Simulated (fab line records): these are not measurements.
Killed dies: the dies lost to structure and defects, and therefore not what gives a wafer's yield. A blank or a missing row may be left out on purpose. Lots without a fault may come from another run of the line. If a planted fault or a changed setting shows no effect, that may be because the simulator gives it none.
fab line records -- flow nandHarc
[record] lots = 7, wafers = 21, lastDay = 24
route steps=1159 shown P_M2@339 P_BONDPAD@351 END@1159
lots with no fault: from the same line, run without faults
startH: hours from the record's first day to the start of the lot's first wafer shown -- waitH: hours since the lot's step before -- " as in the row above -- L1.1+2: one row covering several wafers at once -- - no value, or no start given -- * or withheld: withheld -- < > ~ a bound
route shown NAME@n: NAME is a module with steps in the file, n the number in the route of the first one -- usual: the fault-free wafers' mean and standard deviation -- same: alike in all rows -- chamber/n: place in a boat -- sites: per-site readings -- _std_site: their standard deviation -- _edge_site: inner sites' mean taken away from outer sites' mean -- radiusMm: for every site, how far away it sits from the centre of the wafer -- mask NAME#n: copy n -- behind: the last tool/chamber to shape the wafer -- hold: what put the lot on hold/how long, in hours/how the hold closed -- device: which transistor (n, p or np) failed to switch -- end of line: the route-end tests of the same wafers -- step lacking rows: just its recipe -- killed: count of dies lost to structure and defects at first sort (not the wafer's yield) -- map: a wafer's dies, marking killed ones x, the rest . and places with no die _
set.NAME: the run value of the setting; set.NAME@STEP: its run value at that earlier step -- model.NAME: the simulator's own value behind a step, which no gauge read
lots seen at some steps along the route; tables by step, rows by wafer
services: from which hour (startH, from the record's first day; less than 0 if before it) a tool's chamber was out of use, for how many hours, and why
[[steps]]
[step NHARC_P_M2_PRE_CLEAN_30]
[recipe] timeS = 30, tempC = 280, gas = H2/He
[usual] heaterPowerW = 426/38
lot.wafer,tool,chamber,startH,waitH,heaterPowerW
L257.2,pvdSputter-03,-,-,-,392
L257.3,pvdSputter-03,-,-,-,460
L257.1,pvdSputter-03,-,-,-,479
L260.1,pvdSputter-01,-,-,-,418
L260.2,pvdSputter-01,-,-,-,457
L260.4,pvdSputter-01,-,-,-,437
L265.1,pvdSputter-03,-,-,-,397
L265.4,pvdSputter-03,-,-,-,429
L265.6,pvdSputter-03,-,-,-,482
L269.2,pvdSputter-03,-,-,-,404
L269.3,pvdSputter-03,-,-,-,416
L269.5,pvdSputter-03,-,-,-,404
L268.4,pvdSputter-02,-,-,-,385
L268.3,pvdSputter-02,-,-,-,392
L268.5,pvdSputter-02,-,-,-,379
L277.4,pvdSputter-01,-,-,-,431
L277.2,pvdSputter-01,-,-,-,423
L277.6,pvdSputter-01,-,-,-,426
L279.4,pvdSputter-03,-,-,-,461
L279.2,pvdSputter-03,-,-,-,480
L279.3,pvdSputter-03,-,-,-,386
[step NHARC_P_M2_PVD_20]
[recipe] targetThkA = 50, biasV = 168.6, powerW = 15000, chamberPressurePa = 0.12, timeS = 8.06, substrateTempC = 50, material = TaN
[usual] throttleValvePct = 30.1/0.77
lot.wafer,tool,chamber,startH,waitH,throttleValvePct
L257.3,pvdSputter-03,-,-,-,30.7
L257.1,pvdSputter-03,-,-,-,30.9
L257.2,pvdSputter-03,-,-,-,29.1
L260.4,pvdSputter-01,-,-,-,30.5
L260.2,pvdSputter-01,-,-,-,30.1
L260.1,pvdSputter-01,-,-,-,30.1
L265.1,pvdSputter-03,-,-,-,30.7
L265.4,pvdSputter-03,-,-,-,29.7
L265.6,pvdSputter-03,-,-,-,30.8
L269.3,pvdSputter-03,-,-,-,31.1
L269.2,pvdSputter-03,-,-,-,28.8
L269.5,pvdSputter-03,-,-,-,31.1
L268.3,pvdSputter-02,-,-,-,29.5
L268.4,pvdSputter-02,-,-,-,30.4
L268.5,pvdSputter-02,-,-,-,29.5
L277.2,pvdSputter-01,-,-,-,31.0
L277.4,pvdSputter-01,-,-,-,29.2
L277.6,pvdSputter-01,-,-,-,29.3
L279.4,pvdSputter-03,-,-,-,30.5
L279.3,pvdSputter-03,-,-,-,29.4
L279.2,pvdSputter-03,-,-,-,28.5
[step NHARC_P_M2_PVD_21]
[recipe] targetThkA = 300, chamberPressurePa = 5, powerW = 5000, substrateTempC = 30, timeS = 20.49, material = Cu
[step NHARC_P_M2_ECD_22]
[recipe] targetThkA = 4000, bathTempC = 25, material = Cu
[step NHARC_P_M2_ANNEAL_31]
[recipe] tempC = 225, timeS = 90
[step NHARC_P_M2_CMP_23]
[recipe] tOverpolishS = 20, targetThkNm = 144.3
[step NHARC_P_M2_THK_MEAS_24]
[recipe] thkMeasGauge = xrf
[usual] thkNm = 143.6/1.7
lot.wafer,tool,chamber,startH,waitH,thkNm
L257.1,filmMetro-01,-,134.99,-,141.3
L257.2,filmMetro-01,-,134.99,-,143.3
L257.3,filmMetro-01,-,134.99,-,142.9
L260.1,filmMetro-02,-,151.04,-,142.3
L260.2,filmMetro-02,-,151.04,-,144.2
L260.4,filmMetro-02,-,151.04,-,141.7
L265.1,filmMetro-02,-,176.08,-,143.0
L265.4,filmMetro-02,-,176.08,-,144.7
L265.6,filmMetro-02,-,176.08,-,143.7
L269.2,filmMetro-02,-,201.01,-,144.4
L269.3,filmMetro-02,-,201.01,-,145.4
L269.5,filmMetro-02,-,201.01,-,146.5
L268.3,filmMetro-02,-,201.18,-,139.8
L268.4,filmMetro-02,-,201.18,-,143.7
L268.5,filmMetro-02,-,201.18,-,142.2
L277.2,filmMetro-01,-,252.99,-,145.8
L277.4,filmMetro-01,-,252.99,-,143.1
L277.6,filmMetro-01,-,252.99,-,143.7
L279.2,filmMetro-02,-,259.29,-,143.4
L279.3,filmMetro-02,-,259.29,-,143.2
L279.4,filmMetro-02,-,259.29,-,142.0
[step NHARC_P_M2_SRD_25]
[step NHARC_P_M2_INSPECT_27]
[usual] rawDefectCount = 290/110
lot.wafer,tool,chamber,startH,waitH,rawDefectCount
L257.1,defectInspect-01,-,135.14,0.0,268
L257.2,defectInspect-01,-,135.14,0.0,394
L257.3,defectInspect-01,-,135.14,0.0,237
L260.1,defectInspect-02,-,151.21,0.0,311
L260.2,defectInspect-02,-,151.21,0.0,240
L260.4,defectInspect-02,-,151.21,0.0,334
L265.1,defectInspect-02,-,176.24,0.0,337
L265.4,defectInspect-02,-,176.24,0.0,214
L265.6,defectInspect-02,-,176.24,0.0,259
L269.2,defectInspect-02,-,201.16,0.0,439
L269.3,defectInspect-02,-,201.16,0.0,325
L269.5,defectInspect-02,-,201.16,0.0,335
L268.3,defectInspect-01,-,201.33,0.0,270
L268.4,defectInspect-01,-,201.33,0.0,470
L268.5,defectInspect-01,-,201.33,0.0,385
L277.2,defectInspect-02,-,253.15,0.0,279
L277.4,defectInspect-02,-,253.15,0.0,217
L277.6,defectInspect-02,-,253.15,0.0,150
L279.2,defectInspect-02,-,259.45,0.0,251
L279.3,defectInspect-02,-,259.45,0.0,270
L279.4,defectInspect-02,-,259.45,0.0,209
[step NHARC_P_M2_PRE_CLEAN_32]
[recipe] timeS = 12, tempC = 370, rfPowerW = 300, gas = NH3
[usual] heaterPowerW = 631/80
lot.wafer,tool,chamber,startH,waitH,heaterPowerW
L257.2,pecvd-01,0,135.21,0.1,634
L257.1,pecvd-01,1,135.21,0.1,497
L257.3,pecvd-01,2,135.21,0.1,531
L260.2,pecvd-02,1,151.28,0.1,586
L260.1,pecvd-02,2,151.28,0.1,564
L260.4,pecvd-02,2,151.28,0.1,578
L265.1,pecvd-03,2,176.35,0.1,808
L265.6,pecvd-03,2,176.35,0.1,787
L265.4,pecvd-03,1,176.35,0.1,453
L269.3,pecvd-03,1,201.23,0.1,537
L269.2,pecvd-03,2,201.23,0.1,734
L269.5,pecvd-03,1,201.23,0.1,525
L268.3,pecvd-02,1,201.41,0.1,653
L268.5,pecvd-02,0,201.41,0.1,601
L268.4,pecvd-02,2,201.41,0.1,692
L277.2,pecvd-02,2,253.24,0.1,643
L277.6,pecvd-02,0,253.24,0.1,681
L277.4,pecvd-02,1,253.24,0.1,600
L279.2,pecvd-03,2,259.51,0.1,711
L279.3,pecvd-03,0,259.51,0.1,698
L279.4,pecvd-03,1,259.51,0.1,481
[step NHARC_P_M2_DEP_33]
[recipe] targetThkA = 300, tempC = 370, targetThkNm = 30, pressureTorr = 3, flowSccm = 200, rfW = 450, material = SiCN
[usual] heaterPowerW = 590/76
lot.wafer,tool,chamber,startH,waitH,heaterPowerW
L257.2,pecvd-01,0,135.29,0.1,516
L257.1,pecvd-01,1,135.29,0.1,520
L257.3,pecvd-01,2,135.29,0.1,566
L260.2,pecvd-02,1,151.35,0.1,580
L260.1,pecvd-02,2,151.35,0.1,599
L260.4,pecvd-02,2,151.35,0.1,585
L265.1,pecvd-03,2,176.43,0.1,761
L265.6,pecvd-03,2,176.43,0.1,766
L265.4,pecvd-03,1,176.43,0.1,414
L269.3,pecvd-03,1,201.31,0.1,470
L269.2,pecvd-03,2,201.31,0.1,750
L269.5,pecvd-03,1,201.31,0.1,478
L268.3,pecvd-02,1,201.52,0.1,612
L268.5,pecvd-02,0,201.52,0.1,583
L268.4,pecvd-02,2,201.52,0.1,614
L277.2,pecvd-02,2,253.38,0.1,633
L277.6,pecvd-02,0,253.38,0.1,623
L277.4,pecvd-02,1,253.38,0.1,593
L279.2,pecvd-03,2,259.59,0.1,656
L279.3,pecvd-03,0,259.59,0.1,646
L279.4,pecvd-03,1,259.59,0.1,440
[step NHARC_P_BONDPAD_DEP_00]
[recipe] targetThkA = 2500, tempC = 370, targetThkNm = 250, pressureTorr = 3, flowSccm = 200, rfW = 450, material = SiCN
[usual] heaterPowerW = 584/61
lot.wafer,tool,chamber,startH,waitH,heaterPowerW
L257.3,pecvd-03,2,135.71,-,766
L257.1,pecvd-03,0,135.71,-,564
L257.2,pecvd-03,1,135.71,-,430
L257.3,pecvd-03,2,136.30,-,763
L257.1,pecvd-03,0,136.30,-,569
L257.2,pecvd-03,1,136.30,-,445
L260.2,pecvd-01,0,151.76,-,560
L260.1,pecvd-01,1,151.76,-,510
L260.4,pecvd-01,1,151.76,-,514
L260.2,pecvd-01,0,152.79,1.0,573
L260.1,pecvd-01,1,152.79,1.0,517
L260.4,pecvd-01,1,152.79,1.0,535
L265.1,pecvd-02,0,176.92,-,643
L265.4,pecvd-02,2,176.92,-,581
L265.6,pecvd-02,0,176.92,-,637
L265.1,pecvd-02,0,177.54,-,637
L265.4,pecvd-02,2,177.54,-,569
L265.6,pecvd-02,0,177.54,-,636
L269.2,pecvd-01,1,201.73,-,445
L269.3,pecvd-01,0,201.73,-,580
L269.5,pecvd-01,1,201.73,-,471
L268.3,pecvd-03,2,201.96,-,699
L268.4,pecvd-03,1,201.96,-,409
L268.5,pecvd-03,0,201.96,-,618
L277.2,pecvd-02,1,253.78,-,589
L277.6,pecvd-02,2,253.78,-,575
L277.4,pecvd-02,0,253.78,-,571
L279.3,pecvd-02,2,259.99,-,588
L279.2,pecvd-02,0,259.99,-,582
L279.4,pecvd-02,2,259.99,-,621
[step NHARC_P_BONDPAD_CMP_32]
[recipe] targetThkNm = 200, material = SiCN
[usual] edgeZonePressureFrac = 1.000/0.0047, motorCurrentA = 11.8/1.3
lot.wafer,tool,chamber,startH,waitH,edgeZonePressureFrac,motorCurrentA
L257.1,cmp-04,1,136.80,-,0.999,11.5
L257.2,cmp-04,2,136.80,-,1.001,12.3
L257.3,cmp-04,0,136.80,-,0.992,10.5
L260.1,cmp-04,3,153.43,0.5,0.994,10.1
L260.4,cmp-04,1,153.43,0.5,1.001,12.6
L260.2,cmp-04,2,153.43,0.5,1.008,12.3
L265.4,cmp-04,2,178.03,-,0.997,12.0
L265.1,cmp-04,0,178.03,-,0.996,10.9
L265.6,cmp-04,2,178.03,-,0.999,12.8
L269.2,cmp-04,2,202.14,-,1.003,12.5
L269.3,cmp-04,1,202.14,-,1.008,11.8
L269.5,cmp-04,3,202.14,-,0.999,10.0
L268.4,cmp-04,0,202.35,-,1.002,11.2
L268.3,cmp-04,2,202.35,-,0.998,12.2
L268.5,cmp-04,0,202.35,-,1.002,10.6
L277.4,cmp-01,0,254.15,-,0.996,12.5
L277.2,cmp-01,1,254.15,-,1.005,15.6
L277.6,cmp-01,3,254.15,-,0.995,14.7
L279.2,cmp-03,1,260.40,-,1.004,13.7
L279.3,cmp-03,2,260.40,-,1.002,10.6
L279.4,cmp-03,0,260.40,-,1.011,13.5
[step NHARC_P_BONDPAD_THK_MEAS_33]
[recipe] thkMeasGauge = ellipsometry
[usual] thkNm = 199.5/1.8
lot.wafer,tool,chamber,startH,waitH,thkNm
L257.1,filmMetro-02,-,137.05,0.2,186.6
L257.2,filmMetro-02,-,137.05,0.2,194.7
L257.3,filmMetro-02,-,137.05,0.2,194.4
L260.1,filmMetro-02,-,153.68,0.2,210.1
L260.2,filmMetro-02,-,153.68,0.2,200.3
L260.4,filmMetro-02,-,153.68,0.2,179.1
L265.1,filmMetro-02,-,178.26,0.2,193.3
L265.4,filmMetro-02,-,178.26,0.2,196.6
L265.6,filmMetro-02,-,178.26,0.2,194.7
L269.2,filmMetro-02,-,202.38,0.2,199.3
L269.3,filmMetro-02,-,202.38,0.2,198.0
L269.5,filmMetro-02,-,202.38,0.2,201.0
L268.3,filmMetro-02,-,202.58,0.2,197.7
L268.4,filmMetro-02,-,202.58,0.2,199.3
L268.5,filmMetro-02,-,202.58,0.2,197.3
L277.2,filmMetro-02,-,254.35,0.2,200.4
L277.4,filmMetro-02,-,254.35,0.2,200.5
L277.6,filmMetro-02,-,254.35,0.2,201.8
L279.2,filmMetro-01,-,260.65,0.2,198.2
L279.3,filmMetro-01,-,260.65,0.2,200.3
L279.4,filmMetro-01,-,260.65,0.2,198.5
[step NHARC_P_BONDPAD_SRD_34]
[step NHARC_END_SORT_01]
[recipe] tempC = 25
[usual] defectLimitedYield = 95.3/1.6, killedAtArray = 27/11, killedAtOther = 0.7/1.1, killedAtPeriphery = 3.6/2.4, killedDies = 32/11, killedOpen = 3.3/1.8, killedShort = 2.1/1.5, sort_bin_2_pct = 1.4/0.64, sort_bin_3_pct = 0.29/0.22, sort_bin_4_pct = 3.0/1.1, sortNPass = 645/11, sortRimYieldPct = 95/3.5, sortYieldPct = 95.3/1.6
[same] grossDies = 677, sort_bin_5_pct[%] = 0, sort_bin_6_pct[%] = 0, sort_bin_7_pct[%] = 0, sort_bin_8_pct[%] = 0, sortRimNGross = 106.00
lot.wafer,tool,chamber,startH,waitH,defectLimitedYield[%],killedAtArray,killedAtOther,killedAtPeriphery,killedDies,killedOpen,killedShort,sort_bin_2_pct[%],sort_bin_3_pct[%],sort_bin_4_pct[%],sortNPass,sortRimYieldPct[%],sortYieldPct[%]
L257.1,prober-02,0,452.31,2.5,97.9,10,0,4,14,2,4,0.6,0.30,1.2,663,98,97.9
L257.2,prober-02,0,453.11,2.8,97.9,11,0,3,14,5,3,0.6,0.15,1.3,663,95,97.9
L257.3,prober-02,0,453.91,3.1,97.5,14,1,2,17,5,2,1.0,0.15,1.3,660,98,97.5
L260.1,prober-01,0,454.46,2.5,96.3,13,0,12,25,2,3,0.7,0.30,2.7,652,96,96.3
L260.2,prober-01,0,455.26,2.8,97.2,15,0,4,19,0,6,1.3,0.30,1.2,658,98,97.2
L260.4,prober-01,0,456.86,3.4,97.9,11,1,2,14,3,1,0.4,0.15,1.5,663,99,97.9
L268.3,prober-01,0,511.52,3.1,93.8,39,0,3,42,0,2,2.2,0.15,3.8,635,94,93.8
L268.4,prober-01,0,512.32,3.4,95.6,30,0,0,30,4,0,2.2,0.30,1.9,647,92,95.6
L268.5,prober-01,0,513.12,3.7,95.4,29,0,2,31,5,0,1.8,0.30,2.5,646,97,95.4
L265.1,prober-02,0,517.82,2.6,93.9,33,0,8,41,2,2,1.8,0,4.3,636,92,93.9
L265.4,prober-02,0,520.17,3.4,94.5,34,1,2,37,3,1,1.6,0,3.8,640,95,94.5
L265.6,prober-02,0,521.74,3.9,94.8,28,3,4,35,6,2,1.8,0.44,3.0,642,92,94.8
L269.2,prober-01,0,518.56,2.8,96.5,18,1,5,24,4,6,0.7,0.15,2.7,653,96,96.5
L269.3,prober-01,0,519.37,3.1,94.8,33,0,2,35,5,3,1.6,0.30,3.2,642,93,94.8
L269.5,prober-01,0,520.97,3.7,96.2,24,0,2,26,4,0,0.9,0.15,2.8,651,95,96.2
L279.2,prober-01,0,574.63,2.8,94.1,36,0,4,40,2,2,1.3,0.59,4.0,637,99,94.1
L279.3,prober-01,0,575.42,3.1,95.6,26,1,3,30,1,2,0.9,0.30,3.2,647,95,95.6
L279.4,prober-01,0,576.21,3.4,95.9,26,0,2,28,3,1,1.8,0.30,2.1,649,95,95.9
L277.2,prober-02,0,582.82,2.8,96.0,26,0,1,27,0,1,0.9,0.44,2.7,650,93,96.0
L277.4,prober-02,0,584.45,3.5,93.8,37,0,5,42,3,3,1.8,0.59,3.8,635,99,93.8
L277.6,prober-02,0,586.09,4.1,94.7,33,1,2,36,5,3,0.9,0.30,4.1,641,91,94.7
// killed by level:class
L257.1 A_CONTACT:chamberFilmFlake=4 P_GATE:chamberFilmFlake=2 A_CHANNEL_HOLE_D1:chamberFilmFlake=2 P_M0:geometricParticle:short=1 P_M0:geometricParticle:open=1 A_ONON_D1:geometricParticle:short=1 A_CHANNEL_FILL_D1:geometricParticle:short=1 A_CHANNEL_FILL_D1:geometricParticle:open=1
L257.2 A_CHANNEL_FILL_D1:geometricParticle:open=2 P_GATE:chamberFilmFlake=2 P_M0:geometricParticle:open=1 A_CHANNEL_FILL_D1:geometricParticle:short=1 A_STAIRCASE:geometricParticle:short=1 A_WL_FILL:geometricParticle:open=1 A_WL_FILL:geometricParticle:short=1 A_M0:geometricParticle:open=1
L257.3 A_CONTACT:chamberFilmFlake=4 A_CHANNEL_HOLE_D1:chamberFilmFlake=3 P_M0:geometricParticle:open=1 A_ONON_D1:geometricParticle:open=1 A_ONON_D1:geometricParticle:short=1 A_WL_FILL:geometricParticle:short=1 A_CONTACT:geometricParticle:open=1 A_M0:geometricParticle:open=1
L260.1 P_ZERO_WELL:chamberFilmFlake=7 A_STAIRCASE:chamberFilmFlake=3 A_WL_FILL:chamberFilmFlake=2 P_CONTACT:geometricParticle:short=1 P_M0:geometricParticle:open=1 A_SOURCE_PLATE:geometricParticle:short=1 A_CHANNEL_FILL_D1:geometricParticle:open=1 A_CHANNEL_FILL_D1:geometricParticle:short=1
L260.2 P_ZERO_WELL:chamberFilmFlake=4 A_CHANNEL_FILL_D1:chamberFilmFlake=3 A_CONTACT:geometricParticle:short=2 A_STAIRCASE:chamberFilmFlake=2 A_CONTACT:chamberFilmFlake=2 A_ONON_D1:geometricParticle:short=1 A_CHANNEL_FILL_D1:geometricParticle:short=1 A_BLC:geometricParticle:short=1
L260.4 A_CHANNEL_HOLE_D1:chamberFilmFlake=3 P_ZERO_WELL:chamberFilmFlake=2 A_STAIRCASE:chamberFilmFlake=2 A_SOURCE_PLATE:geometricParticle:open=1 A_ONON_D1:geometricParticle:short=1 A_STAIRCASE:geometricParticle:open=1 A_BLC:geometricParticle:open=1 A_ZERO_WELL:chamberFilmFlake=1
L268.3 A_SLIT:chamberFilmFlake=23 A_CONTACT:chamberFilmFlake=10 A_CHANNEL_HOLE_D1:chamberFilmFlake=4 P_ZERO_WELL:geometricParticle:short=1 A_CONTACT:geometricParticle:short=1 P_ZERO_WELL:chamberFilmFlake=1 P_M1:chamberFilmFlake=1 A_STAIRCASE:chamberFilmFlake=1
L268.4 A_SLIT:chamberFilmFlake=10 A_CONTACT:chamberFilmFlake=9 A_CHANNEL_HOLE_D1:chamberFilmFlake=4 A_STAIRCASE:chamberFilmFlake=3 A_ONON_D1:geometricParticle:open=1 A_CHANNEL_HOLE_D1:geometricParticle:open=1 A_WL_FILL:geometricParticle:open=1 A_BLC:geometricParticle:open=1
L268.5 A_SLIT:chamberFilmFlake=14 A_CONTACT:chamberFilmFlake=8 A_M0:geometricParticle:open=2 A_STAIRCASE:chamberFilmFlake=2 P_GATE:geometricParticle:open=1 A_ONON_D1:geometricParticle:open=1 A_WL_FILL:geometricParticle:open=1 P_M1:chamberFilmFlake=1
L265.1 A_SLIT:chamberFilmFlake=21 A_CHANNEL_HOLE_D1:chamberFilmFlake=9 P_STI:chamberFilmFlake=4 P_M0:geometricParticle:open=1 P_M1:geometricParticle:short=1 P_M2:geometricParticle:short=1 A_ONON_D1:geometricParticle:open=1 P_ZERO_WELL:chamberFilmFlake=1
L269.2 A_CONTACT:chamberFilmFlake=5 A_CHANNEL_HOLE_D1:chamberFilmFlake=4 A_WL_FILL:chamberFilmFlake=3 P_CONTACT:geometricParticle:short=1 P_CONTACT:geometricParticle:open=1 P_M1:geometricParticle:short=1 P_M2:geometricParticle:short=1 A_CHANNEL_FILL_D1:geometricParticle:short=1
L269.3 A_CHANNEL_HOLE_D1:chamberFilmFlake=17 A_CONTACT:chamberFilmFlake=4 A_CHANNEL_FILL_D1:geometricParticle:open=3 A_WL_FILL:chamberFilmFlake=3 A_STAIRCASE:chamberFilmFlake=2 P_CONTACT:geometricParticle:open=1 A_CHANNEL_FILL_D1:geometricParticle:short=1 A_WL_FILL:geometricParticle:short=1
L265.4 A_CHANNEL_HOLE_D1:chamberFilmFlake=17 A_SLIT:chamberFilmFlake=9 A_CONTACT:chamberFilmFlake=3 P_CONTACT:geometricParticle:open=1 A_CHANNEL_FILL_D1:geometricParticle:short=1 A_SGD_CUT:geometricParticle:open=1 A_M0:geometricParticle:open=1 HYBRID_BOND:chamberFilmFlake=1
L269.5 A_CHANNEL_HOLE_D1:chamberFilmFlake=14 A_CONTACT:chamberFilmFlake=5 A_STAIRCASE:chamberFilmFlake=2 P_GATE:geometricParticle:open=1 P_CONTACT:geometricParticle:open=1 A_ONON_D1:geometricParticle:open=1 A_CONTACT:geometricParticle:open=1 A_SLIT:chamberFilmFlake=1
L265.6 A_CHANNEL_HOLE_D1:chamberFilmFlake=10 A_CONTACT:chamberFilmFlake=6 A_SLIT:chamberFilmFlake=5 STARTING-WAFER:geometricParticle:open=2 A_STAIRCASE:chamberFilmFlake=2 P_ZERO_WELL:geometricParticle:open=1 A_ONON_D1:geometricParticle:short=1 A_CONTACT:geometricParticle:open=1
L279.2 A_SLIT:chamberFilmFlake=24 A_CHANNEL_HOLE_D1:chamberFilmFlake=6 P_GATE:chamberFilmFlake=3 A_WL_FILL:geometricParticle:short=2 A_SLIT:geometricParticle:open=1 A_WL_FILL:geometricParticle:open=1 P_ZERO_WELL:chamberFilmFlake=1 A_ZERO_WELL:chamberFilmFlake=1
L279.3 A_SLIT:chamberFilmFlake=18 A_CHANNEL_HOLE_D1:chamberFilmFlake=4 P_GATE:chamberFilmFlake=2 P_GATE:geometricParticle:short=1 A_ONON_D1:geometricParticle:open=1 A_ONON_D1:geometricParticle:short=1 A_STAIRCASE:chamberFilmFlake=1 A_WL_FILL:chamberFilmFlake=1
L279.4 A_SLIT:chamberFilmFlake=12 A_CHANNEL_HOLE_D1:chamberFilmFlake=7 P_GATE:chamberFilmFlake=2 A_SOURCE_PLATE:geometricParticle:short=1 A_WL_FILL:geometricParticle:open=1 A_CONTACT:geometricParticle:open=1 A_M0:geometricParticle:open=1 A_ZERO_WELL:chamberFilmFlake=1
L277.2 A_SLIT:chamberFilmFlake=14 A_CHANNEL_HOLE_D1:chamberFilmFlake=7 A_CONTACT:chamberFilmFlake=2 A_ONON_D1:geometricParticle:short=1 P_GATE:chamberFilmFlake=1 A_STAIRCASE:chamberFilmFlake=1 A_WL_FILL:chamberFilmFlake=1
L277.4 A_SLIT:chamberFilmFlake=14 A_CHANNEL_HOLE_D1:chamberFilmFlake=9 A_CONTACT:chamberFilmFlake=5 A_WL_FILL:chamberFilmFlake=3 P_M1:geometricParticle:open=2 A_M1:geometricParticle:short=2 P_M0:chamberFilmFlake=2 A_SGD_CUT:geometricParticle:short=1
L277.6 A_SLIT:chamberFilmFlake=10 A_CONTACT:chamberFilmFlake=7 A_CHANNEL_HOLE_D1:chamberFilmFlake=3 A_WL_FILL:chamberFilmFlake=3 A_M1:chamberFilmFlake=3 A_CONTACT:geometricParticle:open=2 P_GATE:geometricParticle:short=1 A_ONON_D1:geometricParticle:short=1
[[services]]
tool,chamber,startH,hours,kind
pecvd-03,-,111.05,13.0,pm
pvdSputter-02,-,118.04,4.2,repair
pecvd-01,2,135.80,30.1,repair
pecvd-01,1,142.07,6.4,repair
pecvd-02,-,145.32,0.5,repair
pvdSputter-02,-,152.93,3.7,repair
pecvd-02,-,153.17,13.0,pm
pecvd-02,0,153.17,13.0,ventCycle
pecvd-02,1,153.17,13.0,ventCycle
pecvd-02,2,153.17,13.0,ventCycle
cmp-03,-,156.00,4.0,pm
pvdSputter-01,-,158.00,10.0,pm
pvdSputter-02,-,162.59,11.5,repair
pecvd-02,0,166.17,-,clean
cmp-01,-,179.74,4.0,pm
pvdSputter-02,-,190.13,2.5,repair
cmp-04,-,203.00,4.0,pm
pvdSputter-01,-,212.95,16.6,repair
pvdSputter-02,-,214.07,10.0,pm
cmp-01,-,220.09,1.1,repair
pecvd-01,-,237.32,13.0,pm
cmp-04,-,239.84,0.8,repair
cmp-03,-,254.00,4.0,pm
pvdSputter-02,-,260.25,2.3,repair
[[key]]
[firstSign] step = NHARC_P_BONDPAD_DEP_00, reading = visit, direction = added
[effect] step = NHARC_P_BONDPAD_THK_MEAS_33, reading = thkNm, direction = down, sigmas = 2.9, usual = 199.5, struck = 194.4, wafersMoved = 8
metAt NHARC_P_BONDPAD_DEP_00
struckWafers L257.1,L257.2,L257.3,L260.1,L260.2,L260.4,L265.1,L265.4,L265.6
[fault] kind = repeatedStepWhole, tool = pecvd-01,pecvd-02,pecvd-03, chamber = -, onsetH = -, steps = NHARC_P_BONDPAD_DEP_00, times = 1, scope = struckLotsOnly
